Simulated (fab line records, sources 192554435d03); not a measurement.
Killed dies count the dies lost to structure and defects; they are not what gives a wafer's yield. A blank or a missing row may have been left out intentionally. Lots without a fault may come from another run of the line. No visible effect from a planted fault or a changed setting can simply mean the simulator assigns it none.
fab line records :: flow n5-finfet
record
  lots=4
  wafers=12
  last-day=16
route steps=1938 shown MOL_CONTACT_COAG@583 BEOL_M4@1111 PASSIVATION@1936
lots with no fault: from the same line, run without faults
start-h: start of the lot's first displayed wafer, in hours after the record's first day :: wait-h: hours from the lot's prior step to this one :: " repeats the value in the row above :: L1.1+2: a single row standing in for several wafers :: - no value present, or no start provided :: * or withheld: withheld :: < > ~ a bound
route shown NAME@n: NAME is a module with steps in the file, n the number in the route of the first one :: usual: the fault-free wafers' mean and standard deviation :: same: alike in all rows :: chamber/n: place in a boat :: sites: per-site readings :: _std_site: their standard deviation :: _edge_site: inner sites' mean taken away from outer sites' mean :: radius-mm: how far each site lies from the wafer's centre :: mask NAME#n: copy n :: behind: tool/chamber where the wafer was last shaped :: hold: why the lot went on hold/how many hours it stayed there/how the hold came to an end :: device: names the non-switching transistor (n, p or np) :: end of line: at the end of the route, the tests of the same wafers :: where a step has no rows: the recipe by itself :: killed: dies lost to structure and defects at the first sort, not the wafer's yield :: map: shows each die of a wafer: x if killed, . if not, _ if none is there
set.NAME: the setting the step ran with; set.NAME@STEP: the setting that earlier step ran with :: model.NAME: the simulator's own value behind a step, which no gauge read
a table for each step, a row for each wafer; lots at some steps of the route
services: the hour from which a tool's chamber was out of use, counted from the record's first day as start-h (under 0 if before that day), plus the number of hours and why
## steps
# step N5_MOL_CONTACT_COAG_STRIP_93
# recipe
  chemistry=N2/H2
  temp-c=40
  n2-flow-sccm=200
  h2-flow-sccm=200
  rf-frequency-hz=6e+07
# step N5_MOL_CONTACT_COAG_ETCHBACK_135
# recipe
  chemistry=CHF3
  target=SiO2
  target-depth-a=250
  time-s=16.7
  ion-energy-ev=200
  pressure-mtorr=30
  source-w=610
  bias-w=170
  Ar_flow_sccm=200
  CHF3_flow_sccm=50
# step N5_MOL_CONTACT_COAG_STRIP_118
# recipe
  chemistry=CHF3
  resist=SiARC
  rf-frequency-hz=6e+07
# step N5_MOL_CONTACT_COAG_VIA_ETCH_46
# recipe
  chemistry=C4F6/O2
  target-depth-a=460
  overetch-a=92
  mask-material=SOC
  target=SiO2
  bias-w=455
  pressure-mtorr=10
  time-s=40
  source-w=325
  Ar_flow_sccm=300
  C4F6_flow_sccm=10
  O2_flow_sccm=10
  ion-energy-ev=575.3
  ends=end-point
# step N5_MOL_CONTACT_COAG_STRIP_96
# recipe
  chemistry=N2/H2
  power-w=500
  temp-c=40
  pressure-mtorr=50
  rf-frequency-hz=6e+07
  overash-fraction=0.3
  bias-power-w=28
  h2-frac=0.5
  n2-flow-sccm=300
  h2-flow-sccm=300
# step N5_MOL_CONTACT_COAG_ETCH_47
# recipe
  chemistry=CH3F/O2
  target=SiNx
  target-depth-a=270
  mask-material=SiO2
  stop-on=W
  over-etch-frac=0.2
  ion-energy-ev=120
  endpoint=OES-CN
  pressure-mtorr=30
  source-w=395
  bias-w=73
  Ar_flow_sccm=150
  CH3F_flow_sccm=30
  O2_flow_sccm=20
  ends=end-point
# step N5_MOL_CONTACT_COAG_STRIP_119
# recipe
  chemistry=N2/H2
  time-s=30
  power-w=1000
  temp-c=250
  pressure-mtorr=withheld
  n2-flow-sccm=1750
  h2-flow-sccm=3250
# step N5_MOL_CONTACT_COAG_PRECLEAN_144
# recipe
  chemistry=alkaline-clean
  temp-c=60
  time-s=60
  do-ppb=50
# step N5_MOL_CONTACT_COAG_SRD_145
# recipe
  dry=ipa-marangoni
  time-s=30
  temp-c=23
  rinse-liquid=diw
# step N5_MOL_CONTACT_COAG_COAT_62
# recipe
  resist=SOC
  temp-c=250
  time-s=60
  spin-rpm=1500
  resist-thk-nm=60
# step N5_MOL_CONTACT_COAG_COAT_63
# recipe
  resist=SiARC
  temp-c=220
  time-s=60
  spin-rpm=1500
  resist-thk-nm=10
# step N5_MOL_CONTACT_COAG_COAT_64
# recipe
  resist=underlayer
  temp-c=205
  time-s=60
  spin-rpm=1500
  resist-thk-nm=10
# usual
  resist-line-temp-C=23.00/0.096
  spin-speed-rpm=1500.0/1
lot.wafer: L940.1
tool: litho-track-01
chamber: 0
start-h: 102.32
wait-h: -
resist-line-temp-C: 22.96
spin-speed-rpm: 1500.2

lot.wafer: L940.4
tool: litho-track-01
chamber: 0
start-h: 102.32
wait-h: -
resist-line-temp-C: 22.90
spin-speed-rpm: 1500.6

lot.wafer: L940.5
tool: litho-track-01
chamber: 0
start-h: 102.32
wait-h: -
resist-line-temp-C: 23.05
spin-speed-rpm: 1498.4

lot.wafer: L951.2
tool: litho-track-01
chamber: 0
start-h: 167.00
wait-h: -
resist-line-temp-C: 22.94
spin-speed-rpm: 1445.7

lot.wafer: L951.3
tool: litho-track-01
chamber: 0
start-h: 167.00
wait-h: -
resist-line-temp-C: 23.07
spin-speed-rpm: 1445.9

lot.wafer: L951.6
tool: litho-track-01
chamber: 0
start-h: 167.00
wait-h: -
resist-line-temp-C: 22.96
spin-speed-rpm: 1447.7

lot.wafer: L953.1
tool: litho-track-01
chamber: 0
start-h: 180.31
wait-h: -
resist-line-temp-C: 22.99
spin-speed-rpm: 1447.7

lot.wafer: L953.2
tool: litho-track-01
chamber: 0
start-h: 180.31
wait-h: -
resist-line-temp-C: 22.99
spin-speed-rpm: 1446.9

lot.wafer: L953.5
tool: litho-track-01
chamber: 0
start-h: 180.31
wait-h: -
resist-line-temp-C: 22.82
spin-speed-rpm: 1446.2

lot.wafer: L958.1
tool: litho-track-04
chamber: 0
start-h: 204.64
wait-h: -
resist-line-temp-C: 23.03
spin-speed-rpm: 1500.0

lot.wafer: L958.3
tool: litho-track-04
chamber: 0
start-h: 204.64
wait-h: -
resist-line-temp-C: 23.14
spin-speed-rpm: 1499.4

lot.wafer: L958.5
tool: litho-track-04
chamber: 0
start-h: 204.64
wait-h: -
resist-line-temp-C: 23.23
spin-speed-rpm: 1497.7
# step N5_MOL_CONTACT_COAG_COAT_34
# recipe
  resist=CAR-EUV
  spin-rpm=1500
  resist-thk-nm=40
# step N5_MOL_CONTACT_COAG_EBR_36
# recipe
  solvent=PGMEA
  ebr-width-mm=1.5
# step N5_MOL_CONTACT_COAG_SOFTBAKE_35
# recipe
  temp-c=110
  time-s=60
  resist=CAR-EUV
# step N5_MOL_CONTACT_COAG_EXPOSE_37
# recipe
  mask-id=VD
  na=0.33
  source-shape=annular
  sigma-inner=0.3
  sigma-outer=0.7
  polarization=unpolarized
  defocus-nm=0
  dose-mj=62
# step N5_MOL_CONTACT_COAG_PEB_38
# recipe
  peb-temp-c=100
  peb-time-s=60
  resist=CAR-EUV
# step N5_MOL_CONTACT_COAG_DEVELOP_39
# recipe
  develop-time-s=30
  developer=TMAH
  resist=CAR-EUV
  rinse-liquid=surfactant-rinse
  dry=air-spin
  dev-temp-c=23
# step N5_MOL_CONTACT_COAG_DESCUM_45
# recipe
  chemistry=O2
  time-s=7
  source-power-w=50
  bias-power-w=20
  pressure-mtorr=20
  rf-frequency-hz=2.712e+07
  temp-c=40
  resist=CAR-EUV
  o2-flow-sccm=225
# step N5_MOL_CONTACT_COAG_ETCH_65
# recipe
  chemistry=N2/H2
  target=underlayer
  target-depth-a=130
  mask-material=CAR-EUV
  time-s=10.4
  ion-energy-ev=200
  pressure-mtorr=30
  source-w=840
  bias-w=150
  n2-flow-sccm=200
  h2-flow-sccm=200
  ends=cleared
# usual
  drypump-motor-current-A=5.8/0.46
  etch-rf-on-time-s=10.31/0.24
  oes-product-au=0.70/0.082
  rf-vpp-V=524.3/1.8
  showerhead-plenum-p-Torr=2.56/0.061
  throttle-valve-pct=17.87/0.28
lot.wafer: L940.1
tool: rie-diel-03
chamber: 0
start-h: 102.75
wait-h: 0.0
drypump-motor-current-A: 5.9
etch-rf-on-time-s: 10.60
oes-product-au: 0.58
rf-hours-counter-h: 251
rf-vpp-V: 526.4
showerhead-plenum-p-Torr: 2.60
throttle-valve-pct: 18.31
model.etch.depth-nm: 9.949

lot.wafer: L940.4
tool: rie-diel-03
chamber: 3
start-h: 102.75
wait-h: 0.0
drypump-motor-current-A: 5.7
etch-rf-on-time-s: 10.04
oes-product-au: 0.62
rf-hours-counter-h: -
rf-vpp-V: 522.3
showerhead-plenum-p-Torr: 2.50
throttle-valve-pct: 17.90
model.etch.depth-nm: 9.93

lot.wafer: L940.5
tool: rie-diel-03
chamber: 0
start-h: 102.75
wait-h: 0.0
drypump-motor-current-A: 5.8
etch-rf-on-time-s: 10.67
oes-product-au: 0.58
rf-hours-counter-h: -
rf-vpp-V: 525.8
showerhead-plenum-p-Torr: 2.60
throttle-valve-pct: 18.32
model.etch.depth-nm: 9.946

lot.wafer: L951.2
tool: rie-diel-01
chamber: 0
start-h: 167.51
wait-h: 0.0
drypump-motor-current-A: 6.7
etch-rf-on-time-s: 10.74
oes-product-au: 0.59
rf-hours-counter-h: 250
rf-vpp-V: 526.7
showerhead-plenum-p-Torr: 2.62
throttle-valve-pct: 18.14
model.etch.depth-nm: 10.17

lot.wafer: L951.3
tool: rie-diel-01
chamber: 3
start-h: 167.51
wait-h: 0.0
drypump-motor-current-A: 5.5
etch-rf-on-time-s: 10.48
oes-product-au: 0.61
rf-hours-counter-h: 217
rf-vpp-V: 524.1
showerhead-plenum-p-Torr: 2.52
throttle-valve-pct: 18.11
model.etch.depth-nm: 10.17

lot.wafer: L951.6
tool: rie-diel-01
chamber: 0
start-h: 167.51
wait-h: 0.0
drypump-motor-current-A: 6.7
etch-rf-on-time-s: 10.88
oes-product-au: 0.59
rf-hours-counter-h: -
rf-vpp-V: 524.2
showerhead-plenum-p-Torr: 2.62
throttle-valve-pct: 18.12
model.etch.depth-nm: 10.19

lot.wafer: L953.1
tool: rie-diel-01
chamber: 1
start-h: 180.75
wait-h: 0.0
drypump-motor-current-A: 6.4
etch-rf-on-time-s: 10.43
oes-product-au: 0.74
rf-hours-counter-h: 70
rf-vpp-V: 524.9
showerhead-plenum-p-Torr: 2.57
throttle-valve-pct: 17.42
model.etch.depth-nm: 10.22

lot.wafer: L953.2
tool: rie-diel-01
chamber: 3
start-h: 180.75
wait-h: 0.0
drypump-motor-current-A: 5.5
etch-rf-on-time-s: 10.43
oes-product-au: 0.61
rf-hours-counter-h: 224
rf-vpp-V: 523.4
showerhead-plenum-p-Torr: 2.51
throttle-valve-pct: 18.12
model.etch.depth-nm: 10.19

lot.wafer: L953.5
tool: rie-diel-01
chamber: 1
start-h: 180.75
wait-h: 0.0
drypump-motor-current-A: 6.4
etch-rf-on-time-s: 10.36
oes-product-au: 0.74
rf-hours-counter-h: -
rf-vpp-V: 524.4
showerhead-plenum-p-Torr: 2.57
throttle-valve-pct: 17.40
model.etch.depth-nm: 10.19

lot.wafer: L958.1
tool: rie-diel-01
chamber: 3
start-h: 205.48
wait-h: 0.0
drypump-motor-current-A: 5.5
etch-rf-on-time-s: 10.47
oes-product-au: 0.59
rf-hours-counter-h: 233
rf-vpp-V: 523.9
showerhead-plenum-p-Torr: 2.51
throttle-valve-pct: 18.13
model.etch.depth-nm: 10

lot.wafer: L958.3
tool: rie-diel-01
chamber: 0
start-h: 205.48
wait-h: 0.0
drypump-motor-current-A: 6.7
etch-rf-on-time-s: 10.30
oes-product-au: 0.81
rf-hours-counter-h: 7
rf-vpp-V: 525.9
showerhead-plenum-p-Torr: 2.62
throttle-valve-pct: 17.62
model.etch.depth-nm: 9.996

lot.wafer: L958.5
tool: rie-diel-01
chamber: 2
start-h: 205.48
wait-h: 0.0
drypump-motor-current-A: 5.3
etch-rf-on-time-s: 10.40
oes-product-au: 0.60
rf-hours-counter-h: -
rf-vpp-V: 523.4
showerhead-plenum-p-Torr: 2.51
throttle-valve-pct: 18.11
model.etch.depth-nm: 10.03
# step N5_MOL_CONTACT_COAG_ETCH_66
# recipe
  chemistry=CF4
  target=SiARC
  target-depth-a=130
  mask-material=CAR-EUV
  time-s=21.7
  ion-energy-ev=80
  pressure-mtorr=40
  source-w=545
  bias-w=36
  Ar_flow_sccm=100
  cf4-flow-sccm=100
  ends=cleared
# step N5_BEOL_M4_RC_MEAS_101
# usual
  DIBL_N=36.0/1.7
  DIBL_P=36.0/2
  IOFF_N=0.156/0.028
  IOFF_P=0.21/0.04
  ION_N=673/12
  ION_P=463/8.3
  SS_N=71.4/0.6
  SS_P=73.3/0.66
  VT_N=250/3
  VT_P=-250/3.8
lot.wafer: L940.1
tool: prober-01
chamber: 0
start-h: 165.37
wait-h: 0.0
DIBL_N[mV/V]: 36.6
DIBL_P[mV/V]: 36.3
IOFF_N[nA/um]: 0.169
IOFF_P[nA/um]: 0.20
ION_N[uA/um]: 665
ION_P[uA/um]: 462
SS_N[mV/dec]: 72.6
SS_P[mV/dec]: 73.6
VT_N[mV]: 248
VT_P[mV]: -251

lot.wafer: L940.4
tool: prober-01
chamber: 0
start-h: 165.37
wait-h: 0.0
DIBL_N[mV/V]: 36.5
DIBL_P[mV/V]: 36.8
IOFF_N[nA/um]: 0.171
IOFF_P[nA/um]: 0.21
ION_N[uA/um]: 666
ION_P[uA/um]: 457
SS_N[mV/dec]: 72.2
SS_P[mV/dec]: 73.2
VT_N[mV]: 250
VT_P[mV]: -249

lot.wafer: L940.5
tool: prober-01
chamber: 0
start-h: 165.37
wait-h: 0.0
DIBL_N[mV/V]: 35.7
DIBL_P[mV/V]: 35.4
IOFF_N[nA/um]: 0.155
IOFF_P[nA/um]: 0.19
ION_N[uA/um]: 682
ION_P[uA/um]: 461
SS_N[mV/dec]: 71.5
SS_P[mV/dec]: 73.3
VT_N[mV]: 250
VT_P[mV]: -250

lot.wafer: L951.2
tool: prober-01
chamber: 0
start-h: 236.28
wait-h: 0.2
DIBL_N[mV/V]: 35.0
DIBL_P[mV/V]: 33.1
IOFF_N[nA/um]: 0.144
IOFF_P[nA/um]: 0.19
ION_N[uA/um]: 672
ION_P[uA/um]: 462
SS_N[mV/dec]: 71.6
SS_P[mV/dec]: 73.4
VT_N[mV]: 252
VT_P[mV]: -250

lot.wafer: L951.3
tool: prober-01
chamber: 0
start-h: 236.28
wait-h: 0.2
DIBL_N[mV/V]: 38.2
DIBL_P[mV/V]: 37.6
IOFF_N[nA/um]: 0.206
IOFF_P[nA/um]: 0.27
ION_N[uA/um]: 690
ION_P[uA/um]: 476
SS_N[mV/dec]: 73.0
SS_P[mV/dec]: 74.1
VT_N[mV]: 246
VT_P[mV]: -246

lot.wafer: L951.6
tool: prober-01
chamber: 0
start-h: 236.28
wait-h: 0.2
DIBL_N[mV/V]: 36.8
DIBL_P[mV/V]: 36.5
IOFF_N[nA/um]: 0.187
IOFF_P[nA/um]: 0.26
ION_N[uA/um]: 696
ION_P[uA/um]: 485
SS_N[mV/dec]: 71.3
SS_P[mV/dec]: 73.8
VT_N[mV]: 244
VT_P[mV]: -246

lot.wafer: L953.1
tool: prober-01
chamber: 0
start-h: 242.92
wait-h: 0.0
DIBL_N[mV/V]: 37.9
DIBL_P[mV/V]: 39.8
IOFF_N[nA/um]: 0.192
IOFF_P[nA/um]: 0.34
ION_N[uA/um]: 677
ION_P[uA/um]: 482
SS_N[mV/dec]: 71.8
SS_P[mV/dec]: 74.1
VT_N[mV]: 247
VT_P[mV]: -240

lot.wafer: L953.2
tool: prober-01
chamber: 0
start-h: 242.92
wait-h: 0.0
DIBL_N[mV/V]: 39.6
DIBL_P[mV/V]: 40.8
IOFF_N[nA/um]: 0.234
IOFF_P[nA/um]: 0.35
ION_N[uA/um]: 697
ION_P[uA/um]: 481
SS_N[mV/dec]: 72.3
SS_P[mV/dec]: 74.8
VT_N[mV]: 242
VT_P[mV]: -241

lot.wafer: L953.5
tool: prober-01
chamber: 0
start-h: 242.92
wait-h: 0.0
DIBL_N[mV/V]: 38.8
DIBL_P[mV/V]: 39.8
IOFF_N[nA/um]: 0.215
IOFF_P[nA/um]: 0.33
ION_N[uA/um]: 687
ION_P[uA/um]: 479
SS_N[mV/dec]: 72.7
SS_P[mV/dec]: 74.5
VT_N[mV]: 247
VT_P[mV]: -241

lot.wafer: L958.1
tool: prober-01
chamber: 0
start-h: 275.71
wait-h: 0.0
DIBL_N[mV/V]: 35.7
DIBL_P[mV/V]: 36.7
IOFF_N[nA/um]: 0.141
IOFF_P[nA/um]: 0.18
ION_N[uA/um]: 662
ION_P[uA/um]: 453
SS_N[mV/dec]: 72.3
SS_P[mV/dec]: 73.5
VT_N[mV]: 254
VT_P[mV]: -254

lot.wafer: L958.3
tool: prober-01
chamber: 0
start-h: 275.71
wait-h: 0.0
DIBL_N[mV/V]: 35.4
DIBL_P[mV/V]: 36.5
IOFF_N[nA/um]: 0.145
IOFF_P[nA/um]: 0.18
ION_N[uA/um]: 663
ION_P[uA/um]: 449
SS_N[mV/dec]: 71.9
SS_P[mV/dec]: 73.8
VT_N[mV]: 252
VT_P[mV]: -253

lot.wafer: L958.5
tool: prober-01
chamber: 0
start-h: 275.71
wait-h: 0.0
DIBL_N[mV/V]: 37.9
DIBL_P[mV/V]: 38.8
IOFF_N[nA/um]: 0.180
IOFF_P[nA/um]: 0.21
ION_N[uA/um]: 670
ION_P[uA/um]: 445
SS_N[mV/dec]: 72.7
SS_P[mV/dec]: 74.4
VT_N[mV]: 251
VT_P[mV]: -254
# step N5_PASSIVATION_PROBE_49
# usual
  defect-limited-yield=91.6/1.6
  killed_at_M0_to_M3=31/10
  killed_at_M4_up=14/6.3
  killed-at-contacts=12/6.1
  killed-at-front-end=39/12
  killed-at-other=3.7/2.8
  killed-dies=100/19
  killed-open=66/14
  killed-short=33/8.1
  sort_bin_5_function=5.0/1.1
  sort_bin_6_memory=3.2/0.66
  sort-n-pass=1080/18
  sort-yield-pct=91.6/1.6
# same
  gross-dies=1180
  killed-at-back-side=0
  sort_bin_4_leakage[%]=0
  sort_bin_8_speed[%]=0
lot.wafer: L951.6
tool: prober-01
chamber: -
start-h: 339.49
wait-h: 0.3
defect-limited-yield[%]: 92.5
killed_at_M0_to_M3: 18
killed_at_M4_up: 20
killed-at-contacts: 9
killed-at-front-end: 38
killed-at-other: 3
killed-dies: 88
killed-open: 53
killed-short: 35
sort_bin_5_function[%]: 3.8
sort_bin_6_memory[%]: 3.3
sort-n-pass: 1092
sort-yield-pct[%]: 92.5
# killed by level:class
L951.6 BEOL_M4:geometric-particle:open=10 FIN_SAQP:geometric-particle:short=9 FIN_SAQP:geometric-particle:open=7 STI_FIN_REVEAL:geometric-particle:open=6 MOL_CONTACT_COAG:geometric-particle:open=5 BEOL_M2:geometric-particle:open=5 GATE_CUT:geometric-particle:short=4 MOL_CONTACT_COAG:geometric-particle:short=4
## services
tool: rie-diel-01
chamber: 3
start-h: 80.46
hours: 4.2
kind: repair

tool: rie-diel-03
chamber: 2
start-h: 91.31
hours: 7.1
kind: repair

tool: rie-diel-03
chamber: 2
start-h: 98.71
hours: -
kind: clean

tool: rie-diel-03
chamber: 2
start-h: 98.71
hours: -
kind: consumable-replace:focus-ring

tool: rie-diel-03
chamber: 2
start-h: 98.71
hours: 21.3
kind: scheduled-down

tool: rie-diel-03
chamber: 2
start-h: 98.71
hours: 21.3
kind: vent-cycle

tool: rie-diel-03
chamber: -
start-h: 111.30
hours: 2.4
kind: repair

tool: rie-diel-03
chamber: 0
start-h: 120.24
hours: -
kind: clean

tool: rie-diel-03
chamber: 0
start-h: 120.24
hours: -
kind: consumable-replace:focus-ring

tool: rie-diel-03
chamber: 0
start-h: 120.24
hours: 20.2
kind: scheduled-down

tool: rie-diel-03
chamber: 0
start-h: 120.24
hours: 20.2
kind: vent-cycle

tool: rie-diel-03
chamber: 3
start-h: 140.46
hours: -
kind: clean

tool: rie-diel-03
chamber: 3
start-h: 140.46
hours: -
kind: consumable-replace:focus-ring

tool: rie-diel-03
chamber: 3
start-h: 140.46
hours: 22.1
kind: scheduled-down

tool: rie-diel-03
chamber: 3
start-h: 140.46
hours: 22.1
kind: vent-cycle

tool: rie-diel-01
chamber: 0
start-h: 167.59
hours: -
kind: clean

tool: rie-diel-01
chamber: 0
start-h: 167.59
hours: -
kind: consumable-replace:focus-ring

tool: rie-diel-01
chamber: 0
start-h: 167.59
hours: 20.5
kind: scheduled-down

tool: rie-diel-01
chamber: 0
start-h: 167.59
hours: 20.5
kind: vent-cycle
## key
first-sign
  step=N5_MOL_CONTACT_COAG_COAT_64
  reading=spin-speed-rpm
  direction=down
  sigmas=53
  usual=*
  struck=*
effect none on later readings
model-effect
  step=N5_MOL_CONTACT_COAG_ETCH_65
  value=etch.depth-nm
  without=10.01
  struck=10.19
met-at N5_MOL_CONTACT_COAG_COAT_64
struck-wafers L951.2,L951.3,L951.6,L953.1,L953.2,L953.5
onset-between 102.32 167.00
fault
  kind=process-parameter-drift
  tool=litho-track-01
  chamber=-
  onset-h=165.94
  steps=N5_MOL_CONTACT_COAG_COAT_64
  channel=spin-rpm
  offset=*
  shape=step
  end-h=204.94
  acts-in=*
  stated=*
